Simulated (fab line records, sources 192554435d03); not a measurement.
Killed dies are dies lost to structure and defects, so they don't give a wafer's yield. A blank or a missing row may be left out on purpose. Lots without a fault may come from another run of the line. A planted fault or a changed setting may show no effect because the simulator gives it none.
fab line records | flow n5_finfet
record lots=4 wafers=12 last_day=16
route steps=1938 shown BEOL_M9@1437 BEOL_M10@1470 BEOL_M15@1830 PASSIVATION@1936
lots that met no fault: from a run of the same line without faults
start_h: hours from the record's first day to the start of the lot's first wafer shown | wait_h: hours since the lot's step before | " the same as in the row above | L1.1+2: a row that stands for several wafers | - no value, or no start given | * or withheld: withheld | < > ~ a bound
route shown NAME@n: a module of which the file shows steps, and the number in the route of the first | usual: mean/standard deviation of fault-free wafers | same: alike in all rows | chamber/n: place in a boat | sites: the reading at each site | _std_site: their standard deviation | _edge_site: outer sites' mean less inner sites' | radius_mm: how far each site lies from the wafer's centre | mask NAME#n: copy n | behind: the tool/chamber that last shaped the wafer | hold: why the lot was held/for how many hours/how that ended | device: the transistor (n, p or np) that didn't switch | end of line: the same wafers' tests at the end of the route | a step without rows: its recipe alone | killed: dies lost to structure and defects at the first sort, not the wafer's yield | map: a wafer's dies, x killed, . not, _ none there
set.NAME: the setting as run; set.NAME@STEP: as run at that earlier step | model.NAME: the simulator's own value behind a step, which no gauge read
lots at some steps of the route; a table a step, a row a wafer
services: from which hour (start_h, from the record's first day; less than 0 if before it) a tool's chamber was out of use, for how many hours, and why
## steps
# step N5_BEOL_M9_DESCUM_33
# recipe chemistry=O2 time_s=7 source_power_w=50 bias_power_w=20 pressure_mtorr=20 rf_frequency_hz=2.712e+07 temp_c=40 resist=CAR-EUV o2_flow_sccm=225
# step N5_BEOL_M9_ETCH_76
# recipe chemistry=N2/H2 target=underlayer target_depth_a=65 mask_material=CAR-EUV time_s=5.2 ion_energy_ev=200 pressure_mtorr=30 source_w=840 bias_w=150 n2_flow_sccm=200 h2_flow_sccm=200 ends=cleared
# step N5_BEOL_M9_ETCH_65
# recipe chemistry=CF4 target=SiARC target_depth_a=156 mask_material=CAR-EUV time_s=26 ion_energy_ev=80 pressure_mtorr=40 source_w=545 bias_w=36 Ar_flow_sccm=100 cf4_flow_sccm=100 ends=cleared
# step N5_BEOL_M9_ETCH_66
# recipe chemistry=N2/H2 target=SOC target_depth_a=800 overetch_a=160 mask_material=SiARC temp_c=40 time_s=120 ion_energy_ev=200 pressure_mtorr=30 source_w=840 bias_w=150 n2_flow_sccm=200 h2_flow_sccm=200
# step N5_BEOL_M9_STRIP_69
# recipe chemistry=N2/H2 temp_c=40 n2_flow_sccm=200 h2_flow_sccm=200 rf_frequency_hz=6e+07
# step N5_BEOL_M9_STRIP_77
# recipe chemistry=N2/H2 temp_c=40 n2_flow_sccm=200 h2_flow_sccm=200 rf_frequency_hz=6e+07
# step N5_BEOL_M9_VIA_ETCH_34
# recipe chemistry=C4F6/O2 target=SiCOH_lowk target_depth_a=1824 mask_material=SOC taper_deg=4 time_s=68.4 ion_energy_ev=250 pressure_mtorr=30 source_w=345 bias_w=185 Ar_flow_sccm=300 C4F6_flow_sccm=10 O2_flow_sccm=10
# step N5_BEOL_M9_STRIP_73
# recipe chemistry=C4F6/O2 resist=SiARC rf_frequency_hz=6e+07
# step N5_BEOL_M9_STRIP_36
# recipe chemistry=N2/H2 power_w=450 temp_c=40 pressure_mtorr=20 rf_frequency_hz=6e+07 overash_fraction=0.3 bias_power_w=7 h2_frac=0.5 n2_flow_sccm=200 h2_flow_sccm=200
# step N5_BEOL_M9_TRENCH_ETCH_37
# recipe chemistry=C4F6/O2 target_depth_a=1514.3 target=SiCOH_lowk time_s=49 ion_energy_ev=250 pressure_mtorr=30 source_w=345 bias_w=185 Ar_flow_sccm=300 C4F6_flow_sccm=10 O2_flow_sccm=10
# usual bias_w=185.0/0.56 drypump_motor_current_A=5.6/0.44 oes_product_au=0.75/0.091 rf_vpp_V=663/11 showerhead_plenum_p_Torr=2.83/0.084 throttle_valve_pct=21.06/0.25
# columns lot.wafer tool chamber start_h wait_h bias_w drypump_motor_current_A oes_product_au rf_hours_counter_h rf_vpp_V showerhead_plenum_p_Torr throttle_valve_pct model.etch.depth_nm model.BEOL_M9.feature_depth_nm model.TiN_of_BEOL_M9_HM_DEP_02.thk_nm
L726.1 rie_diel-04 3 204.05 - 184.9 6.0 0.71 226 670 2.81 21.38 150.9 151 15.8
L726.2 " 0 " " 186.4 4.7 0.69 210 672 2.72 21.18 152.4 152.4 15.4
L726.5 " 1 " " 184.4 6.1 0.97 - 675 2.82 20.86 154.9 155 15.6
L731.3 rie_diel-01 1 239.30 - 184.8 6.0 0.86 48 675 2.89 20.60 152.9 153 15.6
L731.5 " 0 " " 185.0 5.3 0.95 - 644 2.88 20.86 155.7 155.8 15.4
L731.6 " 3 " " 185.1 5.8 0.71 - 662 2.72 20.89 147.4 147.4 15.6
L744.1 rie_diel-01 1 324.21 - 185.0 6.0 0.82 75 674 2.88 20.64 150.6 150.6 15.8
L744.3 " 3 " " 138.7 5.8 0.66 221 526 2.71 20.90 133.7 133.8 16.4
L744.6 " 0 " " 185.0 5.3 0.89 - 644 2.87 20.91 153.5 153.6 15.8
L747.1 rie_diel-01 3 340.69 - 138.7 5.8 0.64 229 526 2.70 20.91 132.8 132.8 17
L747.3 " 1 " " 184.9 6.0 0.80 82 673 2.88 20.66 148.8 148.8 16
L747.6 " 0 " " 185.5 5.3 0.88 - 644 2.87 20.91 154.8 154.8 15.8
# step N5_BEOL_M9_ETCH_41
# recipe chemistry=CH3F/O2 target=SiCN target_depth_a=366 taper_deg=2 time_s=70.1 ion_energy_ev=120 mask_material=TiN pressure_mtorr=30 source_w=395 bias_w=75 Ar_flow_sccm=150 CH3F_flow_sccm=30 O2_flow_sccm=20
# step N5_BEOL_M9_STRIP_80
# recipe chemistry=N2/H2 time_s=10 power_w=450 temp_c=40 pressure_mtorr=20 rf_frequency_hz=6e+07 bias_power_w=7 n2_flow_sccm=200 h2_flow_sccm=200
# step N5_BEOL_M9_OCD_MEAS_38
# usual trench_depth_nm=150/3
# columns lot.wafer tool chamber start_h wait_h trench_depth_nm
L726.1 ocd-01 - 204.23 - 151
L726.2 " - " " 153
L726.5 " - " " 154
L731.3 ocd-01 - 239.48 - 153
L731.5 " - " " 155
L731.6 " - " " 147
L744.1 ocd-01 - 324.38 - 150
L744.3 " - " " 134
L744.6 " - " " 154
L747.1 ocd-02 - 340.86 - 133
L747.3 " - " " 149
L747.6 " - " " 154
# step N5_BEOL_M9_HM_STRIP_39
# recipe chemistry=peroxide_tin_strip material=TiN target_depth_a=250 temp_c=50 time_s=158
# step N5_BEOL_M9_SRD_40
# recipe time_s=30 temp_c=23 rinse_liquid=diw dry=ipa_marangoni
# step N5_BEOL_M9_PRECLEAN_42
# recipe chemistry=residue_remover time_s=60 temp_c=40
# step N5_BEOL_M9_SRD_43
# recipe time_s=30 temp_c=23 rinse_liquid=diw dry=ipa_marangoni
# step N5_BEOL_M9_CURE_72
# recipe temp_c=370 time_s=120 ambient=DMADMS/He material=SiCOH_lowk
# step N5_BEOL_M9_DEGAS_44
# recipe ambient=vacuum temp_c=250 time_s=60
# step N5_BEOL_M9_PRE_CLEAN_45
# recipe gas=H2/He time_s=30 temp_c=250
# step N5_BEOL_M9_ALD_74
# recipe material=TaN target_thk_a=20 temp_c=275 ald_precursor_family=PDMAT ald_co_reactant=NH3 pressure_torr=3 carrier_flow_sccm=1500 pulse_time_s=2 purge_time_s=3 co_reactant_purge_time_s=2 co_reactant_pulse_time_s=3 ald_cycles=40 precursor_vessel_temp_c=75 precursor_vessel_pressure_torr=26.25 precursor_vessel_carrier_sccm=1000
# step N5_BEOL_M9_SURFACE_TREAT_79
# recipe gas=Ar time_s=* ion_energy_ev=* ion_current_ma_cm2=0.5 pressure_mtorr=* ar_flow_sccm=30
# step N5_BEOL_M9_CVD_78
# recipe material=Co target_thk_a=20 temp_c=withheld precursor=CCTBA/H2 pressure_torr=30 time_s=138.9
# step N5_BEOL_M9_SPUTTER_48
# recipe material=Cu target_thk_a=120 temp_c=-20 bias_v=60 power_w=26000 chamber_pressure_pa=0.13 time_s=2
# step N5_BEOL_M9_ECD_50
# recipe material=Cu target_thk_a=3180
# step N5_BEOL_M9_ANNEAL_51
# recipe temp_c=225 time_s=90 ambient=N2
# step N5_BEOL_M9_CMP_52
# recipe stop_on=SiCOH_lowk t_overpolish_s=7 down_force_psi=1 platen_rpm=50 clearing_platen_down_force_psi=1.5 clearing_platen_rpm=50 post_cmp_clean=cu_alkaline target_thk_nm=140 clearing_platen_pad_velocity_m_s=0.99484 pad_velocity_m_s=0.99484
# usual barrier_field_endpoint_s=28.7/0.63 motor_current_A=6.3/0.64 overpolish_run_s=7.000/0.0097 time_to_endpoint_s=66/3.1
# columns lot.wafer tool chamber start_h wait_h barrier_field_endpoint_s motor_current_A overpolish_run_s time_to_endpoint_s model.Cu_of_BEOL_M9_ECD_50.thk_nm
L726.1 cmp-03 3 206.35 0.3 29.0 6.2 6.987 66 141.2
L726.2 " 2 " " 27.8 5.2 6.995 61 140.8
L726.5 " 0 " " 28.4 6.7 7.007 66 143
L731.3 cmp-02 2 242.36 0.3 28.6 6.0 7.012 64 142.2
L731.6 " 0 " " 27.6 6.5 7.002 59 135.2
L731.5 " 1 " " 28.6 6.2 6.977 64 144.4
L744.3 cmp-03 0 326.50 0.2 28.2 6.2 6.986 64 121.4
L744.1 " 2 " " 28.1 5.0 6.992 63 138.6
L744.6 " 0 " " 28.5 6.3 7.007 65 141.4
L747.3 cmp-02 0 343.27 0.2 28.2 6.3 6.993 66 137.8
L747.1 " 2 " " 29.6 6.0 6.997 72 123.4
L747.6 " 0 " " 29.2 6.5 7.008 68 144.4
# step N5_BEOL_M9_THK_MEAS_53
# recipe thk_meas_gauge=xrf reads=Cu_of_BEOL_M9_ECD_50
# usual M9_THK=133/3.4
# columns lot.wafer tool chamber start_h wait_h M9_THK[nm]
L726.1 film_metro-02 - 206.65 - 136
L726.2 " - " " 136
L726.5 " - " " 137
L731.3 film_metro-01 - 242.58 - 138
L731.5 " - " " 141
L731.6 " - " " 131
L744.1 film_metro-01 - 326.79 - 134
L744.3 " - " " 117
L744.6 " - " " 136
L747.1 film_metro-02 - 343.57 - 118
L747.3 " - " " 132
L747.6 " - " " 138
# step N5_BEOL_M9_PRE_CLEAN_55
# recipe gas=NH3 time_s=15 temp_c=withheld rf_power_w=300
# step N5_BEOL_M9_DEP_56
# recipe material=SiCN target_thk_a=150 temp_c=withheld precursor=3MS/NH3 pressure_torr=3 rf_w=202 time_s=26.5
# step N5_BEOL_M9_RS_MEAS_57
# recipe thk_meas_gauge=four-point-probe reads=Cu_of_BEOL_M9_ECD_50+Co_of_BEOL_M9_CVD_78+TaN_of_BEOL_M9_ALD_74
# usual M9_RS=0.153/0.0039
# columns lot.wafer tool chamber start_h wait_h M9_RS[ohm/sq]
L726.1 film_metro-01 - 206.78 0.1 0.150
L726.2 " - " " 0.150
L726.5 " - " " 0.148
L731.3 film_metro-02 - 242.72 0.1 0.149
L731.5 " - " " 0.146
L731.6 " - " " 0.157
L744.1 film_metro-02 - 326.93 0.1 0.153
L744.3 " - " " 0.177
L744.6 " - " " 0.149
L747.1 film_metro-01 - 343.74 0.1 0.174
L747.3 " - " " 0.153
L747.6 " - " " 0.146
# step N5_BEOL_M10_ILD_DEP_00
# recipe material=SiCOH_lowk target_thk_a=3085.1 temp_c=300 precursor=DEMS/porogen pressure_torr=5 rf_w=500 time_s=58
# step N5_BEOL_M10_CURE_71
# recipe temp_c=385 time_s=240 ambient=He/Ar material=SiCOH_lowk
# step N5_BEOL_M10_PECVD_70
# recipe material=SiO2 target_thk_a=200 temp_c=400 precursor=TEOS/O2 pressure_torr=5.5 rf_w=450 teos_flow_sccm=53.8 gas=O2 flow_sccm=3000 time_s=22.7
# step N5_BEOL_M10_HM_DEP_02
# recipe material=TiN target_thk_a=200 temp_c=25 chamber_pressure_pa=0.49996
# step N5_BEOL_M10_COAT_59
# recipe resist=SOC temp_c=250 time_s=60 spin_rpm=1500 resist_thk_nm=100
# step N5_BEOL_M15_RC_MEAS_101
# usual COMB_M10=1.41e-11/2.6e-12 COMB_M11=1.4e-11/3.1e-12 COMB_M12=5.7e-12/1.2e-12 COMB_M13=4.6e-12/1.2e-12 COMB_M14=3.2e-12/8.4e-13 COMB_M15=2.2e-12/6.9e-13 COMB_M5=3.5e-11/6.2e-12 COMB_M6=2.6e-11/5.6e-12 COMB_M7=2.5e-11/5.2e-12 COMB_M8=2.5e-11/6.1e-12 COMB_M9=1.4e-11/3.4e-12 SERP_M10=3.08/0.081 SERP_M11=3.14/0.11 SERP_M12=0.639/0.016 SERP_M13=0.312/0.008 SERP_M14=0.160/0.0037 SERP_M5=39.9/1.9 SERP_M6=14.1/0.49 SERP_M7=14.2/0.62 SERP_M8=14.0/0.58 SERP_M9=3.11/0.091 SERP_M9_max_site=3.20/0.096
# columns lot.wafer tool chamber start_h wait_h COMB_M10[S/m] COMB_M11[S/m] COMB_M12[S/m] COMB_M13[S/m] COMB_M14[S/m] COMB_M15[S/m] COMB_M5[S/m] COMB_M6[S/m] COMB_M7[S/m] COMB_M8[S/m] COMB_M9[S/m] SERP_M10[ohm/um] SERP_M11[ohm/um] SERP_M12[ohm/um] SERP_M13[ohm/um] SERP_M14[ohm/um] SERP_M5[ohm/um] SERP_M6[ohm/um] SERP_M7[ohm/um] SERP_M8[ohm/um] SERP_M9[ohm/um] SERP_M9_max_site[ohm/um]
L726.1 prober-02 0 244.07 0.0 1.82e-11 1.8e-11 6.5e-12 4.1e-12 2.5e-12 2.1e-12 3.4e-11 2.7e-11 2.8e-11 3.6e-11 1e-11 3.18 3.17 0.640 0.320 0.161 41.6 14.3 13.8 14.3 2.99 3.06
L726.2 " 0 " " 1.33e-11 1.8e-11 6.4e-12 4.2e-12 2.8e-12 2.3e-12 2.9e-11 2.6e-11 2.3e-11 4.1e-11 1.6e-11 2.95 3.20 0.622 0.324 0.163 39.0 14.7 14.0 14.3 3.10 3.17
L726.5 " 0 " " 1.66e-11 1.8e-11 6.6e-12 5.6e-12 2.8e-12 2.4e-12 2.7e-11 3.9e-11 2.8e-11 4.8e-11 1e-11 3.06 3.09 0.624 0.311 0.162 38.2 14.8 14.8 14.3 2.98 3.03
L731.3 prober-01 0 290.85 0.3 1.21e-11 1.4e-11 4.6e-12 3.9e-12 4.4e-12 2.3e-12 3.2e-11 2.2e-11 2.5e-11 1.9e-11 1.2e-11 3.22 3.15 0.626 0.306 0.164 38.9 14.7 15.3 13.5 3.05 3.16
L731.5 " 0 " " 1.11e-11 1.6e-11 3.9e-12 4.9e-12 2.9e-12 2.5e-12 3.1e-11 1.7e-11 1.9e-11 2.3e-11 1.1e-11 3.03 2.96 0.642 0.302 0.164 39.2 15.0 14.2 13.1 2.96 3.03
L731.6 " 0 " " 6.9e-12 1.2e-11 5.4e-12 4.3e-12 2.4e-12 2.4e-12 2.7e-11 2.4e-11 2.3e-11 2.6e-11 1e-11 2.99 3.12 0.636 0.313 0.161 41.0 14.5 13.8 12.8 3.20 3.28
L744.1 prober-01 0 362.41 0.0 1.67e-11 1e-11 3.7e-12 4.3e-12 3e-12 2.8e-12 2.6e-11 3.1e-11 2.5e-11 3.2e-11 1.3e-11 3.14 3.03 0.644 0.312 0.162 38.3 13.3 13.3 14.2 3.07 3.16
L744.3 " 0 " " 1.27e-11 1.2e-11 6.6e-12 4.1e-12 3.8e-12 1.2e-12 3.5e-11 2.4e-11 3e-11 3.5e-11 2e-11 3.01 3.37 0.611 0.300 0.157 39.5 13.7 13.4 14.6 3.57 3.72
L744.6 " 0 " " 1.48e-11 9e-12 5.3e-12 4.4e-12 1.8e-12 2.1e-12 2.9e-11 2.3e-11 3.2e-11 2.1e-11 1.7e-11 2.90 3.01 0.635 0.310 0.165 36.4 13.5 14.1 14.3 3.01 3.11
L747.1 prober-02 0 381.44 0.0 1.62e-11 1.1e-11 6.3e-12 5.3e-12 3.2e-12 1.6e-12 3.2e-11 3.1e-11 2.7e-11 3.2e-11 1.7e-11 3.07 3.04 0.635 0.306 0.161 42.0 14.3 14.2 13.5 3.57 3.63
L747.3 " 0 " " 1.26e-11 1.3e-11 4.5e-12 5.6e-12 2.4e-12 2.4e-12 3.5e-11 2.2e-11 2.5e-11 2.7e-11 1.8e-11 3.13 2.95 0.671 0.302 0.158 39.7 14.4 15.0 13.5 3.06 3.17
L747.6 " 0 " " 1.76e-11 1.8e-11 5.5e-12 5.2e-12 4.1e-12 2.7e-12 3.1e-11 1.8e-11 2.8e-11 3.1e-11 1.2e-11 3.16 2.91 0.638 0.318 0.158 39.6 14.8 13.6 14.2 2.96 3.11
# sites SERP_M9 radius_mm=0,75,75,75,75,140,140,140,140
L726.1 3.06 3.05 2.99 3.03 3.00 2.97 2.89 2.99 2.94
L731.3 3.08 3.13 3.10 3.16 3.05 2.99 2.90 2.96 3.02
L744.1 3.12 3.16 3.06 3.05 3.09 3.09 2.94 3.01 3.07
L747.1 3.61 3.57 3.58 3.63 3.58 3.48 3.41 3.51 3.40
# step N5_PASSIVATION_PROBE_49
# usual defect_limited_yield=90.9/1.5 killed_at_M0_to_M3=36/9.9 killed_at_M4_up=13/4.5 killed_at_contacts=13/6.4 killed_at_front_end=42/12 killed_at_other=3.4/3 killed_dies=107/18 killed_open=69/13 killed_short=35/8.2 sort_bin_5_function=5.3/1.1 sort_bin_6_memory=3.4/0.69 sort_n_pass=1073/18 sort_yield_pct=90.9/1.5
# same gross_dies=1180 killed_at_back_side=0 sort_bin_4_leakage[%]=0 sort_bin_8_speed[%]=0
# columns lot.wafer tool chamber start_h wait_h defect_limited_yield[%] killed_at_M0_to_M3 killed_at_M4_up killed_at_contacts killed_at_front_end killed_at_other killed_dies killed_open killed_short sort_bin_5_function[%] sort_bin_6_memory[%] sort_n_pass sort_yield_pct[%]
L731.3 prober-02 - 306.09 0.1 91.7 33 18 7 37 3 98 64 33 4.8 3.0 1082 91.7
L731.5 prober-02 - 306.19 0.2 91.4 24 12 10 51 4 101 66 33 5.1 3.3 1079 91.4
L731.6 prober-02 - 306.24 0.3 90.4 38 9 21 43 2 113 67 45 5.2 4.0 1067 90.4
L747.1 prober-02 - 394.94 0.0 90.7 39 11 21 37 2 110 79 28 5.9 3.1 1070 90.7
L747.3 prober-02 - 395.04 0.1 89.7 35 16 8 59 4 122 84 38 5.3 4.8 1058 89.7
L747.6 prober-02 - 395.19 0.3 92.7 25 9 12 36 4 86 49 36 3.9 3.1 1094 92.7
# killed by level:class
L731.3 FIN_SAQP:geometric_particle:open=10 BEOL_M0_SAQP:geometric_particle:open=9 BEOL_M0_SAQP:geometric_particle:short=8 BEOL_M4:geometric_particle:open=8 FIN_SAQP:geometric_particle:short=6 BEOL_M3:geometric_particle:open=6 MOL_CONTACT_COAG:geometric_particle:open=5 STARTING-WAFER:geometric_particle:short=5
L731.5 FIN_SAQP:geometric_particle:open=16 FIN_SAQP:geometric_particle:short=8 DUMMY_GATE:geometric_particle:open=8 MOL_CONTACT_COAG:geometric_particle:open=8 BEOL_M3:geometric_particle:open=5 STI_FIN_REVEAL:geometric_particle:open=5 BEOL_M0_SAQP:geometric_particle:short=5 GATE_CUT:geometric_particle:short=4
L731.6 MOL_CONTACT_COAG:geometric_particle:open=15 BEOL_M0_SAQP:geometric_particle:short=15 FIN_SAQP:geometric_particle:open=14 FIN_SAQP:geometric_particle:short=12 BEOL_M3:geometric_particle:open=8 BEOL_M0_SAQP:geometric_particle:open=7 MOL_CONTACT_COAG:geometric_particle:short=6 BEOL_M4:geometric_particle:open=5
L747.1 MOL_CONTACT_COAG:geometric_particle:open=19 BEOL_M1:geometric_particle:open=10 BEOL_M3:geometric_particle:open=9 FIN_SAQP:geometric_particle:open=7 DUMMY_GATE:geometric_particle:open=7 BEOL_M0_SAQP:geometric_particle:short=6 GATE_CUT:geometric_particle:short=5 STARTING-WAFER:geometric_particle:open=5
L747.3 FIN_SAQP:geometric_particle:open=18 FIN_SAQP:geometric_particle:short=12 BEOL_M3:geometric_particle:open=11 BEOL_M2:geometric_particle:open=10 STI_FIN_REVEAL:geometric_particle:open=8 BEOL_M4:geometric_particle:open=8 MOL_CONTACT_COAG:geometric_particle:open=7 ILD0:geometric_particle:open=4
L747.6 MOL_CONTACT_COAG:geometric_particle:open=9 FIN_SAQP:geometric_particle:short=6 STI_FIN_REVEAL:geometric_particle:open=6 BEOL_M2:geometric_particle:open=6 BEOL_M0_SAQP:geometric_particle:short=6 FIN_SAQP:geometric_particle:open=5 ILD0:geometric_particle:short=4 BEOL_M1:geometric_particle:open=4
## services
# columns tool chamber start_h hours kind
rie_diel-01 0 188.11 - clean
rie_diel-01 0 188.11 - consumable_replace:focus_ring
rie_diel-01 0 188.11 20.4 scheduled_down
rie_diel-01 0 188.11 20.4 vent_cycle
cmp-03 - 196.27 4.3 pm
rie_diel-01 1 203.57 15.6 repair
cmp-03 - 222.71 2.0 repair
rie_diel-04 0 241.77 2.9 repair
cmp-03 - 249.92 4.0 pm
cmp-03 - 253.92 - consumable_replace:conditioner
cmp-03 - 253.92 - consumable_replace:pad
rie_diel-04 3 266.66 7.7 repair
cmp-03 - 269.87 0.8 repair
cmp-03 - 277.03 0.6 repair
rie_diel-04 3 288.44 - clean
rie_diel-04 3 288.44 - consumable_replace:focus_ring
cmp-03 - 290.48 0.4 repair
rie_diel-01 3 312.30 7.9 repair
rie_diel-01 0 314.42 5.3 repair
cmp-03 - 318.91 0.3 repair
rie_diel-01 0 332.02 2.5 repair
cmp-02 - 333.85 0.5 repair
rie_diel-04 0 340.23 7.5 repair
rie_diel-04 2 341.48 8.4 repair
## key
first_sign step=N5_BEOL_M9_TRENCH_ETCH_37 reading=bias_w direction=down sigmas=82 usual=* struck=*
effect step=N5_BEOL_M9_TRENCH_ETCH_37 reading=rf_vpp_V direction=down sigmas=13 usual=663 struck=526
effect step=N5_BEOL_M9_OCD_MEAS_38 reading=trench_depth_nm direction=down sigmas=5.6 usual=150 struck=133
effect step=N5_BEOL_M9_THK_MEAS_53 reading=M9_THK direction=down sigmas=4.7 usual=133 struck=118
effect step=N5_BEOL_M9_RS_MEAS_57 reading=M9_RS direction=up sigmas=5.8 usual=0.153 struck=0.175
effect step=N5_BEOL_M15_RC_MEAS_101 reading=SERP_M9 direction=up sigmas=5.1 usual=3.11 struck=3.57
model_effect step=N5_BEOL_M9_TRENCH_ETCH_37 value=etch.depth_nm without=145.9 struck=133.2
model_effect step=N5_BEOL_M9_CMP_52 value=Cu_of_BEOL_M9_ECD_50.thk_nm without=135 struck=122.4
met_at N5_BEOL_M9_TRENCH_ETCH_37
struck_wafers L744.3,L747.1
onset_between 239.30 324.21
fault kind=process_parameter_drift tool=rie_diel-01 chamber=3 onset_h=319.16 steps=N5_BEOL_M9_TRENCH_ETCH_37 channel=bias_w offset=* shape=step end_h=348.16 acts_in=* stated=*
